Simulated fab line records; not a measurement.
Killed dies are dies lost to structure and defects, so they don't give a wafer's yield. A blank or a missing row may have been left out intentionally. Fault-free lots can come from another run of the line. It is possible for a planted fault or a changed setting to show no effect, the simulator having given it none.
Which of the tools did it? | flow nandHarc | 11 lots with 33 wafers sampled at 4 steps, on a route of 1159 steps

## WHAT THE GAUGES READ, wafer by wafer
Not one reading of a measure or inspect step in the record can be checked against a usual standard deviation.

## EACH LOT AND THE TOOL THAT RAN IT (in order: tool; ch and the chambers of the sampled wafers; start)
lot  | NHARC_A_STAIRCASE_TRIM_198                   | NHARC_A_STAIRCASE_ETCH_227                   | NHARC_A_STAIRCASE_TRIM_229        | NHARC_A_STAIRCASE_TRIM_235
L540 | rieDiel-04 ch 0,1,3, day 11 06:50 or earlier | rieDiel-04 ch 0,1,3, day 11 06:50 or earlier | rieDiel-04 ch 0,1,3, day 11 06:50 | rieDiel-04 ch 1,3, day 11 07:34
L542 | rieDiel-12 ch 0,1,2, day 11 15:26 or earlier | rieDiel-04 ch 1,2,3, day 11 15:26 or earlier | rieDiel-04 ch 0,1,2, day 11 15:26 | rieDiel-04 ch 0,1,3, day 11 16:16
L541 | rieDiel-04 ch 2,3, day 11 16:29 or earlier   | rieDiel-04 ch 0,1,2, day 11 16:29 or earlier | rieDiel-04 ch 0,2,3, day 11 16:29 | rieDiel-04 ch 0,1,3, day 11 17:14
L544 | rieDiel-04 ch 0,2,3, day 12 02:56 or earlier | rieDiel-11 ch 0,2,3, day 12 02:56 or earlier | rieDiel-12 ch 2,3, day 12 02:56   | rieDiel-12 ch 0,1,2, day 12 03:41
L545 | rieDiel-12 ch 0,1,2, day 12 13:16 or earlier | rieDiel-04 ch 0,2,3, day 12 13:16 or earlier | rieDiel-04 ch 0,1,3, day 12 13:16 | rieDiel-04 ch 0,2,3, day 12 14:06
L546 | rieDiel-12 ch 0,1,2, day 12 18:55 or earlier | rieDiel-11 ch 1,2,3, day 12 18:55 or earlier | rieDiel-11 ch 1,2,3, day 12 18:55 | rieDiel-11 ch 1,2,3, day 12 19:41
L549 | rieDiel-11 ch 0,1,3, day 13 16:11 or earlier | rieDiel-04 ch 0,2, day 13 16:11 or earlier   | rieDiel-04 ch 0,2,3, day 13 16:11 | rieDiel-04 ch 2,3, day 13 17:01
L553 | rieDiel-11 ch 0,2,3, day 14 12:39 or earlier | rieDiel-12 ch 1,2, day 14 12:39 or earlier   | rieDiel-11 ch 0,1,3, day 14 12:39 | rieDiel-11 ch 0,1,3, day 14 13:49
L552 | rieDiel-04 ch 2,3, day 14 14:46 or earlier   | rieDiel-11 ch 0,2,3, day 14 14:46 or earlier | rieDiel-11 ch 2,3, day 14 14:46   | rieDiel-11 ch 1,2, day 14 15:35
L556 | rieDiel-12 ch 0,1,3, day 15 07:43 or earlier | rieDiel-11 ch 0,2,3, day 15 07:43 or earlier | rieDiel-04 ch 0,1,2, day 15 07:43 | rieDiel-04 ch 0,1,3, day 15 08:29
L559 | rieDiel-04 ch 0,2,3, day 15 19:12 or earlier | rieDiel-11 ch 0,3, day 15 19:12 or earlier   | rieDiel-11 ch 0,2,3, day 15 19:12 | rieDiel-11 ch 0,1,2, day 15 19:58
- NHARC_A_STAIRCASE_TRIM_198: chemistry O2, time 211.2 s.
- NHARC_A_STAIRCASE_ETCH_227: etches the open film in C4F8/O2, target depth 100 nm, time 40.5 s.
- NHARC_A_STAIRCASE_TRIM_229: chemistry O2, time 211.2 s.
- NHARC_A_STAIRCASE_TRIM_235: chemistry O2, time 211.2 s.

## AS READ BY THE TOOLS THEMSELVES (means over the sampled wafers that have a number; for cases with no such wafer, the mark the record gives instead)
NHARC_A_STAIRCASE_TRIM_198. Usual: drypumpMotorCurrentA 5.6 A, standard deviation 0.49; oesProductAu 1.001 a.u., standard deviation 0.0078; rfVppV 57.7 V, standard deviation 0.9; runLengthS 232.5 s, standard deviation 0.4; showerheadPlenumPTorr 3.48 Torr, standard deviation 0.15; throttleValvePct 17.036 %, standard deviation 0.0091.
lot  | tool       | drypumpMotorCurrentA (A) | oesProductAu (a.u.) | rfVppV (V) | runLengthS (s) | showerheadPlenumPTorr (Torr) | throttleValvePct (%) | flag
L540 | rieDiel-04 | 5.5                      | 0.999               | 57.1       | 232.8          | 3.47                         | 17.028               | 
L542 | rieDiel-12 | 5.5                      | 1.000               | 57.6       | 232.5          | 3.48                         | 17.041               | 
L541 | rieDiel-04 | 5.4                      | 0.997               | 57.6       | 232.8          | 3.59                         | 17.035               | 
L544 | rieDiel-04 | 5.3                      | 0.995               | 58.3       | 232.7          | 3.48                         | 17.034               | 
L545 | rieDiel-12 | 5.5                      | 0.994               | 57.7       | 232.4          | 3.47                         | 17.046               | 
L546 | rieDiel-12 | 5.5                      | 0.997               | 58.1       | 232.4          | 3.47                         | 17.045               | 
L549 | rieDiel-11 | 5.8                      | 1.009               | 58.0       | 232.4          | 3.47                         | 17.039               | 
L553 | rieDiel-11 | 5.3                      | 1.010               | 57.8       | 232.3          | 3.57                         | 17.030               | 
L552 | rieDiel-04 | 5.4                      | 1.001               | 57.3       | 232.6          | 3.58                         | 17.034               | 
L556 | rieDiel-12 | 5.6                      | 0.997               | 58.3       | 232.4          | 3.50                         | 17.038               | 
L559 | rieDiel-04 | 5.3                      | 0.993               | 57.4       | 232.5          | 3.46                         | 17.044               | 

NHARC_A_STAIRCASE_ETCH_227. Usual: oesProductAu 0.942 a.u., standard deviation 0.01; rfVppV 895 V, standard deviation 5.8.
lot  | tool       | oesProductAu (a.u.) | rfVppV (V) | flag
L540 | rieDiel-04 | 0.943               | 894        | 
L542 | rieDiel-04 | 0.934               | 895        | 
L541 | rieDiel-04 | 0.938               | 891        | 
L544 | rieDiel-11 | 0.937               | 897        | 
L545 | rieDiel-04 | 0.938               | 894        | 
L546 | rieDiel-11 | 0.956               | 899        | 
L549 | rieDiel-04 | 0.943               | 890        | 
L553 | rieDiel-12 | 0.936               | 892        | 
L552 | rieDiel-11 | 0.960               | 896        | 
L556 | rieDiel-11 | 0.946               | 898        | 
L559 | rieDiel-11 | 0.958               | 898        | 

NHARC_A_STAIRCASE_TRIM_229. Usual: drypumpMotorCurrentA 5.6 A, standard deviation 0.48; oesProductAu 1.001 a.u., standard deviation 0.006; rfVppV 57.8 V, standard deviation 0.83; runLengthS 232.5 s, standard deviation 0.42; showerheadPlenumPTorr 3.49 Torr, standard deviation 0.15; throttleValvePct 17.037 %, standard deviation 0.0089.
lot  | tool       | drypumpMotorCurrentA (A) | oesProductAu (a.u.) | rfVppV (V) | runLengthS (s) | showerheadPlenumPTorr (Torr) | throttleValvePct (%) | flag
L540 | rieDiel-04 | 5.5                      | 0.997               | 58.1       | 232.9          | 3.47                         | 17.040               | 
L542 | rieDiel-04 | 5.6                      | 0.999               | 58.7       | 232.5          | 3.40                         | 17.039               | 
L541 | rieDiel-04 | 5.3                      | 1.000               | 57.5       | 232.7          | 3.48                         | 17.032               | 
L544 | rieDiel-12 | 5.9                      | 0.999               | 57.9       | 232.4          | 3.62                         | 17.038               | 
L545 | rieDiel-04 | 5.5                      | 1.006               | 57.7       | 232.8          | 3.46                         | 17.044               | 
L546 | rieDiel-11 | 5.7                      | 1.005               | 57.9       | 232.1          | 3.60                         | 17.038               | 
L549 | rieDiel-04 | 5.3                      | 1.001               | 57.5       | 232.6          | 3.47                         | 17.042               | 
L553 | rieDiel-11 | 5.8                      | 0.998               | 57.1       | 232.2          | 3.46                         | 17.030               | 
L552 | rieDiel-11 | 5.6                      | 1.002               | 57.4       | 232.6          | 3.72                         | 17.027               | 
L556 | rieDiel-04 | 5.6                      | 1.006               | 58.1       | 232.6          | 3.38                         | 17.040               | 
L559 | rieDiel-11 | 5.3                      | 1.001               | 57.8       | 232.2          | 3.57                         | 17.045               | 

NHARC_A_STAIRCASE_TRIM_235. Usual: drypumpMotorCurrentA 5.6 A, standard deviation 0.49; oesProductAu 1.002 a.u., standard deviation 0.0068; rfVppV 57.7 V, standard deviation 0.79; runLengthS 232.6 s, standard deviation 0.41; showerheadPlenumPTorr 3.49 Torr, standard deviation 0.15; throttleValvePct 17.036 %, standard deviation 0.01.
lot  | tool       | drypumpMotorCurrentA (A) | oesProductAu (a.u.) | rfVppV (V) | runLengthS (s) | showerheadPlenumPTorr (Torr) | throttleValvePct (%) | flag
L540 | rieDiel-04 | 5.9                      | 1.000               | 57.9       | 233.0          | 3.49                         | 17.033               | 
L542 | rieDiel-04 | 5.5                      | 0.998               | 57.6       | 232.8          | 3.47                         | 17.033               | 
L541 | rieDiel-04 | 5.5                      | 1.002               | 57.0       | 232.8          | 3.47                         | 17.034               | 
L544 | rieDiel-12 | 5.5                      | 0.995               | 57.0       | 232.7          | 3.47                         | 17.043               | 
L545 | rieDiel-04 | 5.3                      | 1.000               | 57.2       | 232.4          | 3.48                         | 17.045               | 
L546 | rieDiel-11 | 5.7                      | 1.008               | 58.5       | 232.4          | 3.60                         | 17.041               | 
L549 | rieDiel-04 | 5.4                      | 1.006               | 57.4       | 232.5          | 3.58                         | 17.040               | 
L553 | rieDiel-11 | 5.8                      | 1.012               | 57.0       | 232.6          | 3.46                         | 17.027               | 
L552 | rieDiel-11 | 5.3                      | 1.009               | 57.8       | 231.9          | 3.57                         | 17.042               | 
L556 | rieDiel-04 | 5.5                      | 1.004               | 57.8       | 232.9          | 3.45                         | 17.041               | 
L559 | rieDiel-11 | 5.4                      | 1.005               | 57.7       | 252.1          | 3.44                         | 17.028               | OFF

## THE ANSWER, worked out from the rows above alone
Rule: lot off if the mean of its wafers having a number is beyond 3 standard deviations from the usual mean. Also off: a lot with no number at a reading for which 4 or more lots have one. Where the step has rows for the other lots, those lots are counted as sound. After the gauges, taken in route order, come the tools' own readings; for these a lot's mean is taken, as printed above. At the first step where some lot is off, the reading lying furthest off is the one used; lots without a number count as furthest.
Off, at NHARC_A_STAIRCASE_TRIM_235 on runLengthS: L559.
A tool fits if, at that step or a process step before it, it ran every lot that is off, and no sound lot after the first of them. Because NHARC_A_STAIRCASE_TRIM_198 lacks a start for some lots, the hours and order of its lots are taken from NHARC_A_STAIRCASE_TRIM_229. Because NHARC_A_STAIRCASE_ETCH_227 lacks a start for some lots, the hours and order of its lots are taken from NHARC_A_STAIRCASE_TRIM_229. Can't be told from this: 2 tools fit, rieDiel-04 at NHARC_A_STAIRCASE_TRIM_198, rieDiel-11 at NHARC_A_STAIRCASE_ETCH_227 and NHARC_A_STAIRCASE_TRIM_229 and NHARC_A_STAIRCASE_TRIM_235.

## WHAT HAD BEEN PUT IN BY THE SIMULATOR
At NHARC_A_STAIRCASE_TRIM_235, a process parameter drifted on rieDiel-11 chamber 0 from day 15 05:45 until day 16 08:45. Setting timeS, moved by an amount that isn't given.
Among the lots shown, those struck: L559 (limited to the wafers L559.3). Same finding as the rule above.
